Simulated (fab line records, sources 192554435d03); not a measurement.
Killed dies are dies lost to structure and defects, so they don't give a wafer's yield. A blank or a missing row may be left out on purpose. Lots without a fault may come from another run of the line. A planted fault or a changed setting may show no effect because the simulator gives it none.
fab line records | flow n5_finfet
record lots=9 wafers=23 last_day=17
route steps=1938 shown BEOL_M4@1111 BEOL_M9@1434 PASSIVATION@1936
lots that met no fault: from a run of the same line without faults
start_h: hours from the record's first day to the start of the lot's first wafer shown | wait_h: hours since the lot's step before | " the same as in the row above | L1.1+2: a row that stands for several wafers | - no value, or no start given | * or withheld: withheld | < > ~ a bound
route shown NAME@n: a module of which the file shows steps, and the number in the route of the first | usual: mean/standard deviation of fault-free wafers | same: alike in all rows | chamber/n: place in a boat | sites: the reading at each site | _std_site: their standard deviation | _edge_site: outer sites' mean less inner sites' | radius_mm: how far each site lies from the wafer's centre | mask NAME#n: copy n | behind: the tool/chamber that last shaped the wafer | hold: why the lot was held/for how many hours/how that ended | device: the transistor (n, p or np) that didn't switch | end of line: the same wafers' tests at the end of the route | a step without rows: its recipe alone | killed: dies lost to structure and defects at the first sort, not the wafer's yield | map: a wafer's dies, x killed, . not, _ none there
set.NAME: the setting as run; set.NAME@STEP: as run at that earlier step | model.NAME: the simulator's own value behind a step, which no gauge read
steps of the route over a sample of lots; a table a step, a row a wafer
services: from which hour (start_h, from the record's first day; less than 0 if before it) a tool's chamber was out of use, for how many hours, and why
## steps
# step N5_BEOL_M4_RC_MEAS_101
# usual DIBL_N=36.1/1.5 DIBL_P=36.1/1.9 IOFF_N=0.159/0.029 IOFF_P=0.21/0.038 ION_N=675/11 ION_P=464/8.1 SS_N=71.5/0.57 SS_P=73.3/0.64 VT_N=249/3.1 VT_P=-250/3.8
# columns lot.wafer tool chamber start_h wait_h DIBL_N[mV/V] DIBL_P[mV/V] IOFF_N[nA/um] IOFF_P[nA/um] ION_N[uA/um] ION_P[uA/um] SS_N[mV/dec] SS_P[mV/dec] VT_N[mV] VT_P[mV]
L944.4 prober-01 0 158.90 0.5 37.0 37.6 0.149 0.21 664 462 71.6 73.3 249 -251
L944.5 " 0 " " 35.4 34.6 0.118 0.17 654 457 71.8 72.9 255 -254
L944.6 " 0 " " 37.2 38.3 0.144 0.22 664 461 71.6 73.2 252 -251
L945.2 prober-01 0 174.34 0.2 36.9 35.9 0.156 0.20 667 456 71.5 72.8 250 -250
L945.3 " 0 " " 36.2 35.2 0.148 0.19 675 457 71.4 73.0 251 -252
L945.4 " 0 " " 36.3 34.8 0.152 0.18 658 453 71.5 72.6 253 -252
L957.3 prober-01 0 248.66 0.3 36.7 38.0 0.168 0.23 687 464 71.7 73.1 249 -249
L957.5 " 0 " " 34.4 34.9 0.118 0.18 662 458 71.3 73.1 254 -251
L958.3 prober-02 0 249.42 0.6 36.8 35.6 0.172 0.18 677 454 71.0 73.2 248 -253
L958.5 " 0 " " 36.2 35.5 0.175 0.20 692 470 70.5 73.2 247 -252
L958.6 " 0 " " 37.0 36.4 0.184 0.19 686 452 71.6 74.3 245 -254
L959.4 prober-01 0 255.48 0.5 34.6 33.0 0.133 0.17 675 462 70.8 72.3 248 -253
L959.5 " 0 " " 34.1 32.4 0.122 0.16 666 459 71.0 72.4 252 -255
L959.6 " 0 " " 37.3 36.1 0.177 0.21 684 467 71.5 74.1 248 -251
L960.3 prober-01 0 266.64 0.3 32.5 32.2 0.111 0.17 667 464 70.8 72.5 253 -254
L960.6 " 0 " " 35.7 35.1 0.150 0.21 663 458 71.1 73.2 249 -248
L962.1 prober-01 0 274.06 0.0 35.3 36.4 0.159 0.21 688 463 72.2 73.5 248 -249
L962.6 " 0 " " 37.3 39.1 0.206 0.26 689 468 72.0 74.1 244 -247
L965.1 prober-02 0 300.63 0.0 35.6 36.6 0.159 0.20 674 456 71.3 72.6 247 -252
L965.5 " 0 " " 34.5 34.6 0.131 0.17 664 456 71.1 73.1 252 -255
L967.1 prober-01 0 321.45 0.0 36.2 36.8 0.181 0.23 684 469 71.1 73.3 247 -247
L967.3 " 0 " " 36.6 36.4 0.180 0.23 680 468 70.9 72.5 246 -248
L967.5 " 0 " " 34.8 36.0 0.168 0.23 686 473 71.5 73.6 244 -247
# step N5_BEOL_M9_CD_MEAS_28
# recipe target_cd_nm=70 landing_energy_ev=500 detector=se_inlens polarity=opening
# usual cd_nm=70.05/0.28
# columns lot.wafer tool chamber start_h wait_h cd_nm
L944.4 cd_sem-01 0 193.31 - 69.70
L944.5 " 0 " " 69.86
L944.6 " 0 " " 69.80
L945.2 cd_sem-03 0 213.61 - 69.57
L945.3 " 0 " " 70.14
L945.4 " 0 " " 69.79
L957.3 cd_sem-03 0 293.35 - 70.21
L957.5 " 0 " " 70.28
L958.3 cd_sem-03 0 299.47 - 70.33
L958.5 " 0 " " 70.52
L958.6 " 0 " " 70.56
L959.4 cd_sem-03 0 299.64 - 69.99
L959.5 " 0 " " 69.83
L959.6 " 0 " " 70.28
L960.3 cd_sem-01 0 306.42 - 70.45
L960.6 " 0 " " 70.15
L962.1 cd_sem-01 0 316.19 - 70.33
L962.6 " 0 " " 70.14
L965.1 cd_sem-02 0 342.89 - 69.94
L965.5 " 0 " " 69.45
L967.1 cd_sem-02 0 359.47 - 69.55
L967.3 " 0 " " 70.23
L967.5 " 0 " " 70.27
# step N5_BEOL_M9_INSPECT_30
# recipe mode=adi inspect_instrument=brightfield
# usual raw_defect_count=392/92
# columns lot.wafer tool chamber start_h wait_h raw_defect_count
L944.4 defect_inspect-01 - 193.40 0.0 414
L944.5 " - " " 588
L944.6 " - " " 666
L945.2 defect_inspect-01 - 213.70 0.0 346
L945.3 " - " " 353
L945.4 " - " " 362
L957.3 defect_inspect-02 - 293.44 0.0 475
L957.5 " - " " 326
L958.3 defect_inspect-02 - 299.56 0.0 279
L958.5 " - " " 296
L958.6 " - " " 366
L959.4 defect_inspect-02 - 299.73 0.0 351
L959.5 " - " " 339
L959.6 " - " " 447
L960.3 defect_inspect-01 - 306.51 0.0 422
L960.6 " - " " 486
L962.1 defect_inspect-01 - 316.28 0.1 309
L962.6 " - " " 392
L965.1 defect_inspect-02 - 342.98 0.1 273
L965.5 " - " " 256
L967.1 defect_inspect-02 - 359.56 0.1 366
L967.3 " - " " 326
L967.5 " - " " 332
# step N5_BEOL_M9_TRENCH_ETCH_37
# recipe chemistry=C4F6/O2 target_depth_a=1514.3 target=SiCOH_lowk time_s=49 ion_energy_ev=250 pressure_mtorr=30 source_w=345 bias_w=185 Ar_flow_sccm=300 C4F6_flow_sccm=10 O2_flow_sccm=10
# usual O2_flow_sccm=10.001/0.028 drypump_motor_current_A=5.6/0.53 oes_product_au=0.82/0.11 rf_vpp_V=656/12 showerhead_plenum_p_Torr=2.83/0.099 throttle_valve_pct=20.76/0.26
# columns lot.wafer tool chamber start_h wait_h O2_flow_sccm drypump_motor_current_A oes_product_au rf_hours_counter_h rf_vpp_V showerhead_plenum_p_Torr throttle_valve_pct
L944.4 rie_diel-03 1 193.73 - 9.992 4.9 0.87 - 669 2.98 21.05
L944.5 " 2 " " 9.944 6.6 0.77 - 669 2.94 20.75
L944.6 " 3 " " 9.996 5.5 0.99 - 653 2.80 20.89
L945.2 rie_diel-05 0 214.01 - 9.997 5.5 0.88 56 664 2.89 20.40
L945.3 " 2 " " 10.015 5.7 0.65 249 663 2.92 20.61
L945.4 " 3 " " 10.006 5.0 1.00 - 643 2.79 20.20
L957.3 rie_diel-03 3 294.02 - 9.998 5.4 0.90 33 652 2.79 20.93
L957.5 " 1 " " 10.028 4.9 0.82 - 667 2.97 21.09
L958.3 rie_diel-03 2 299.87 - 9.937 6.6 0.74 190 669 2.93 20.80
L958.5 " 1 " " 9.981 4.9 0.82 - 669 2.97 21.12
L958.6 " 2 " " 9.992 6.6 0.74 - 668 2.93 20.81
L959.4 rie_diel-05 2 300.15 - 9.985 5.7 0.98 9 665 2.91 20.33
L959.5 " 2 " " 9.991 5.7 0.97 - 665 2.91 20.33
L959.6 " 3 " " 9.971 5.0 0.92 - 644 2.78 20.25
L960.3 rie_diel-05 2 306.82 - 10.006 5.7 0.95 11 664 2.91 20.34
L960.6 " 2 " " 10.037 5.7 0.95 - 664 2.91 20.32
L962.1 rie_diel-04 1 316.60 - 9.987 5.0 0.68 211 641 2.71 21.00
L962.6 " 2 " " 10.015 6.3 1.00 - 642 2.78 20.85
L965.1 rie_diel-04 1 343.73 - 10.020 5.0 0.67 222 642 2.71 21.01
L965.5 " 0 " " 10.009 5.1 1.01 - 671 3.02 20.43
L967.1 rie_diel-03 3 359.88 - 9.955 5.4 0.86 53 651 2.78 20.95
L967.3 " 1 " " 9.988 4.9 0.79 95 668 2.96 21.13
L967.5 " 1 " " 9.981 4.9 0.81 - 669 2.96 21.13
# step N5_BEOL_M9_ETCH_41
# recipe chemistry=CH3F/O2 target=SiCN target_depth_a=366 taper_deg=2 time_s=70.1 ion_energy_ev=120 mask_material=TiN pressure_mtorr=30 source_w=395 bias_w=75 Ar_flow_sccm=150 CH3F_flow_sccm=30 O2_flow_sccm=20
# usual O2_flow_sccm=20.00/0.058 drypump_motor_current_A=5.6/0.53 oes_product_au=0.82/0.11 rf_vpp_V=297.1/1.6 showerhead_plenum_p_Torr=1.99/0.073 throttle_valve_pct=16.16/0.26
# columns lot.wafer tool chamber start_h wait_h O2_flow_sccm drypump_motor_current_A oes_product_au rf_hours_counter_h rf_vpp_V showerhead_plenum_p_Torr throttle_valve_pct
L944.4 rie_diel-03 1 - - 20.07 4.9 0.85 - 300.1 2.11 16.43
L944.5 " 2 " " 19.89 6.6 0.77 - 299.8 2.07 16.24
L944.6 " 3 " " 19.99 5.4 0.98 - 295.9 1.97 16.17
L945.2 rie_diel-05 0 - - 20.03 5.5 0.86 56 297.8 2.03 15.82
L945.3 " 2 " " 20.06 5.7 0.65 249 298.1 2.05 16.13
L945.4 " 3 " " 19.96 5.0 0.98 - 297.2 1.96 15.62
L957.3 rie_diel-03 3 - - 20.01 5.4 0.91 33 297.8 1.96 16.24
L957.5 " 1 " " 19.93 4.9 0.82 - 299.6 2.10 16.49
L958.3 rie_diel-03 2 - - 19.88 6.6 0.75 190 298.4 2.06 16.29
L958.5 " 1 " " 19.98 4.9 0.82 - 299.4 2.09 16.49
L958.6 " 2 " " 19.96 6.6 0.75 - 298.7 2.06 16.29
L959.4 rie_diel-05 2 - - 20.07 5.7 0.96 9 298.8 2.04 15.70
L959.5 " 2 " " 20.13 5.7 0.96 - 299.6 2.04 15.71
L959.6 " 3 " " 19.99 5.0 0.90 - 296.0 1.95 15.69
L960.3 rie_diel-05 2 - - 20.03 5.7 0.95 12 298.2 2.04 15.72
L960.6 " 2 " " 20.04 5.7 0.95 - 297.4 2.04 15.73
L962.1 rie_diel-04 1 - - 19.94 5.0 0.67 211 294.1 1.90 16.41
L962.6 " 2 " " 19.94 6.3 0.99 - 298.4 1.95 16.18
L965.1 rie_diel-04 1 - - 19.98 5.0 0.67 222 295.3 1.90 16.41
L965.5 " 0 " " 20.02 5.1 1.00 - 301.2 2.13 15.81
L967.1 rie_diel-03 3 - - 20.04 5.4 0.86 53 296.3 1.95 16.27
L967.3 " 1 " " 20.12 4.9 0.81 95 298.1 2.09 16.52
L967.5 " 1 " " 20.04 4.9 0.80 - 300.2 2.09 16.52
# step N5_BEOL_M9_OCD_MEAS_38
# usual trench_depth_nm=152/3.3
# columns lot.wafer tool chamber start_h wait_h trench_depth_nm
L944.4 ocd-01 - 193.89 - 154
L944.5 " - " " 153
L944.6 " - " " 158
L945.2 ocd-02 - 214.19 - 153
L945.3 " - " " 149
L945.4 " - " " 157
L957.3 ocd-02 - 294.19 - 158
L957.5 " - " " 74
L958.3 ocd-01 - 300.05 - 151
L958.5 " - " " 75
L958.6 " - " " 151
L959.4 ocd-01 - 300.33 - 155
L959.5 " - " " 155
L959.6 " - " " 154
L960.3 ocd-02 - 307.00 - 153
L960.6 " - " " 153
L962.1 ocd-02 - 316.77 - 145
L962.6 " - " " 156
L965.1 ocd-02 - 343.91 - 147
L965.5 " - " " 157
L967.1 ocd-02 - 360.05 - 155
L967.3 " - " " 152
L967.5 " - " " 152
# step N5_BEOL_M9_THK_MEAS_53
# recipe thk_meas_gauge=xrf reads=Cu_of_BEOL_M9_ECD_50
# usual M9_THK=137/3.3
# columns lot.wafer tool chamber start_h wait_h M9_THK[nm]
L944.4 film_metro-01 - 196.33 - 139
L944.5 " - " " 138
L944.6 " - " " 142
L945.2 film_metro-02 - 216.96 - 135
L945.3 " - " " 131
L945.4 " - " " 139
L957.3 film_metro-02 - 296.62 - 142
L957.5 " - " " 61
L958.3 film_metro-02 - 302.55 - 134
L958.5 " - " " 61
L958.6 " - " " 137
L959.4 film_metro-01 - 302.83 - 138
L959.5 " - " " 140
L959.6 " - " " 141
L960.3 film_metro-01 - 309.95 - 137
L960.6 " - " " 138
L962.1 film_metro-02 - 319.15 - 130
L962.6 " - " " 139
L965.1 film_metro-01 - 348.16 - 131
L965.5 " - " " 144
L967.1 film_metro-02 - 362.26 - 141
L967.3 " - " " 137
L967.5 " - " " 136
# step N5_BEOL_M9_RS_MEAS_57
# recipe thk_meas_gauge=four-point-probe reads=Cu_of_BEOL_M9_ECD_50+Co_of_BEOL_M9_CVD_78+TaN_of_BEOL_M9_ALD_74
# usual M9_RS=0.150/0.004
# columns lot.wafer tool chamber start_h wait_h M9_RS[ohm/sq]
L944.4 film_metro-01 - 196.47 0.0 0.147
L944.5 " - " " 0.147
L944.6 " - " " 0.143
L945.2 film_metro-01 - 217.10 0.1 0.150
L945.3 " - " " 0.155
L945.4 " - " " 0.144
L957.3 film_metro-02 - 296.75 0.1 0.144
L957.5 " - " " 0.379
L958.3 film_metro-01 - 302.72 0.1 0.153
L958.5 " - " " 0.386
L958.6 " - " " 0.151
L959.4 film_metro-02 - 302.96 0.0 0.148
L959.5 " - " " 0.147
L959.6 " - " " 0.146
L960.3 film_metro-02 - 310.08 0.1 0.149
L960.6 " - " " 0.148
L962.1 film_metro-02 - 319.29 0.1 0.157
L962.6 " - " " 0.147
L965.1 film_metro-01 - 348.30 0.1 0.157
L965.5 " - " " 0.141
L967.1 film_metro-01 - 362.40 0.1 0.146
L967.3 " - " " 0.151
L967.5 " - " " 0.151
# step N5_PASSIVATION_PROBE_49
# usual defect_limited_yield=91.5/1.6 killed_at_M0_to_M3=33/10 killed_at_M4_up=13/5.6 killed_at_contacts=13/6 killed_at_front_end=39/12 killed_at_other=3.0/2.8 killed_dies=101/19 killed_on_rim=13/4 killed_open=65/13 killed_short=32/8.3 sort_bin_5_function=5.0/1 sort_bin_6_memory=3.1/0.69 sort_n_pass=1079/19 sort_yield_pct=91.5/1.6
# same gross_dies=1180 killed_at_back_side=0 sort_bin_4_leakage[%]=0 sort_bin_8_speed[%]=0
# columns lot.wafer tool chamber start_h wait_h defect_limited_yield[%] killed_at_M0_to_M3 killed_at_M4_up killed_at_contacts killed_at_front_end killed_at_other killed_dies killed_on_rim killed_open killed_short sort_bin_5_function[%] sort_bin_6_memory[%] sort_n_pass sort_yield_pct[%]
L957.3 prober-02 - 353.86 0.1 93.2 17 11 5 47 0 80 11 51 24 4.2 2.4 1100 93.2
L957.5 prober-02 - 353.96 0.2 0 20 1102 7 44 7 1180 152 58 27 96.6 3.2 0 0
L958.3 prober-01 - 355.55 0.1 91.7 27 16 18 37 0 98 10 70 28 5.0 3.1 1082 91.7
L958.5 prober-01 - 355.65 0.2 0 33 1107 12 28 0 1180 152 52 34 96.4 3.2 0 0
L958.6 prober-01 - 355.70 0.3 92.7 28 10 16 30 2 86 16 58 26 5.1 1.9 1094 92.7
# killed by level:class
L957.3 FIN_SAQP:geometric_particle:open=10 FIN_SAQP:geometric_particle:short=8 STI_FIN_REVEAL:geometric_particle:open=7 BEOL_M4:geometric_particle:open=7 GATE_CUT:geometric_particle:short=6 BEOL_M1:geometric_particle:open=5 BEOL_M2:geometric_particle:open=5 STARTING-WAFER:geometric_particle:open=4
L957.5 BEOL_M9:area_etch=1095 FIN_SAQP:geometric_particle:open=12 FIN_SAQP:geometric_particle:short=11 BEOL_M2:geometric_particle:open=9 GATE_CUT:geometric_particle:short=7 GATE_CUT:geometric_particle:open=7 BEOL_M4:geometric_particle:open=6 MOL_CONTACT_COAG:geometric_particle:open=5
L958.3 FIN_SAQP:geometric_particle:open=17 MOL_CONTACT_COAG:geometric_particle:open=11 BEOL_M0_SAQP:geometric_particle:short=8 BEOL_M3:geometric_particle:open=8 MOL_CONTACT_COAG:geometric_particle:short=7 STI_FIN_REVEAL:geometric_particle:open=5 BEOL_M0_SAQP:geometric_particle:open=5 DUMMY_GATE:geometric_particle:open=4
L958.5 BEOL_M9:area_etch=1093 BEOL_M3:geometric_particle:open=12 MOL_CONTACT_COAG:geometric_particle:open=9 BEOL_M0_SAQP:geometric_particle:short=8 BEOL_M4:geometric_particle:open=6 FIN_SAQP:geometric_particle:open=4 FIN_SAQP:geometric_particle:short=4 BEOL_M1:geometric_particle:open=4
L958.6 MOL_CONTACT_COAG:geometric_particle:open=13 BEOL_M0_SAQP:geometric_particle:open=7 DUMMY_GATE:geometric_particle:open=6 BEOL_M0_SAQP:geometric_particle:short=6 FIN_SAQP:geometric_particle:short=4 FIN_SAQP:geometric_particle:open=4 BEOL_M1:geometric_particle:open=4 BEOL_M3:geometric_particle:open=4
## services
# columns tool chamber start_h hours kind
rie_diel-05 3 180.01 - clean
rie_diel-05 3 180.01 - consumable_replace:focus_ring
rie_diel-05 3 180.01 23.3 scheduled_down
rie_diel-05 3 180.01 23.3 vent_cycle
rie_diel-04 1 183.48 4.8 repair
rie_diel-03 0 193.33 - clean
rie_diel-03 0 193.33 - consumable_replace:focus_ring
rie_diel-03 0 193.33 26.6 scheduled_down
rie_diel-03 0 193.33 26.6 vent_cycle
rie_diel-05 1 212.43 - clean
rie_diel-05 1 212.43 - consumable_replace:focus_ring
rie_diel-05 1 212.43 - consumable_replace:showerhead
rie_diel-05 1 212.43 30.8 scheduled_down
rie_diel-05 1 212.43 30.8 vent_cycle
rie_diel-05 2 243.42 - clean
rie_diel-05 2 243.42 - consumable_replace:focus_ring
rie_diel-05 2 243.42 18.1 scheduled_down
rie_diel-05 2 243.42 18.1 vent_cycle
rie_diel-04 2 287.02 - clean
rie_diel-04 2 287.02 - consumable_replace:focus_ring
rie_diel-04 0 309.21 - clean
rie_diel-04 0 309.21 - consumable_replace:esc
rie_diel-03 1 342.20 1.8 repair
rie_diel-04 1 359.38 18.2 repair
## key
first_sign step=N5_BEOL_M9_OCD_MEAS_38 reading=trench_depth_nm direction=down sigmas=24 usual=152 struck=75
effect step=N5_BEOL_M9_THK_MEAS_53 reading=M9_THK direction=down sigmas=23 usual=137 struck=61
effect step=N5_BEOL_M9_RS_MEAS_57 reading=M9_RS direction=up sigmas=58 usual=0.150 struck=0.382
effect step=N5_PASSIVATION_PROBE_49 reading=killed_at_M4_up direction=up sigmas=99+ usual=13 struck=1104
more_kills_born_at N5_BEOL_M9_ETCH_41@rie_diel-03=2188
met_at N5_BEOL_M9_TRENCH_ETCH_37
struck_lots L957,L958
struck_wafers L957.5,L958.5
later_rows_left_out L957.5,L958.5
not_acting_at N5_BEOL_M9_CD_MEAS_28,N5_BEOL_M9_INSPECT_30,N5_BEOL_M9_ETCH_41
onset_between 193.73 294.02
fault kind=process_parameter_drift tool=rie_diel-03 chamber=- onset_h=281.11 steps=N5_BEOL_M9_TRENCH_ETCH_37 channel=target_depth_a offset=-777.97 shape=step end_h=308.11 scope=struck_wafers_only acts_in=these_recipes_only stated=1514.3
# later_rows_left_out: the simulator's readings of these wafers behind a module that went badly wrong aren't trusted and aren't shown, but for the sort
